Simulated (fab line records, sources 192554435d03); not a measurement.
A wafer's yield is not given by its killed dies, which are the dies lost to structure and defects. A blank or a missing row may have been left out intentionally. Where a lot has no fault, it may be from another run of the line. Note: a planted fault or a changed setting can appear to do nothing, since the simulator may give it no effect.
Chamber matching -- flow n5Finfet -- N5_GATE_CUT_ETCH_36 on rieDiel-01 has 4 sister chambers
The step etches SiARC in CF4, target depth 13 nm, time 21.7 s. 4 wafers are shown with their chamber, then 7 later ones without.

## EACH WAFER AND ITS CHAMBER
wafer,chamber,showerheadPlenumPTorr (Torr)
L077.6,0,2.14
L081.4,3,2.17
L083.1,1,2.20
L083.2,2,2.21

## WAFERS WITH NO CHAMBER GIVEN
wafer,showerheadPlenumPTorr (Torr)
L083.3,2.14
L083.4,2.17
L083.5,2.20
L083.6,2.21
L095.3,2.19
L095.5,2.13
L095.6,2.19

## THE CHAMBER EACH PASSED THROUGH
wafer,from the rows above,in truth
L083.3,0,0
L083.4,3,3
L083.5,can't be placed: 1 or 2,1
L083.6,can't be placed: 2 or 1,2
L095.3,can't be placed: 1 or 2 or 3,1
L095.5,0,0
L095.6,can't be placed: 1 or 2 or 3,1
3 of 7 placed correctly. Can't be placed from these rows: 4 (the true chamber is among the candidates in 4). Placed wrongly: 0.
How it was worked out, from the rows above alone: a wafer's distance from a chamber is the root of the sum, over the readings, of the square of ((its reading less the chamber's mean) divided by the reading's scatter). If the next closest chamber is less than 2 further off than the closest, the wafer can't be placed; otherwise it belongs to the closest. For every chamber, the mean is computed from those of its wafers that are shown. The scatter: with one shown wafer a chamber, the root of the mean of the squares of how far each hidden wafer lies from its nearest shown one.
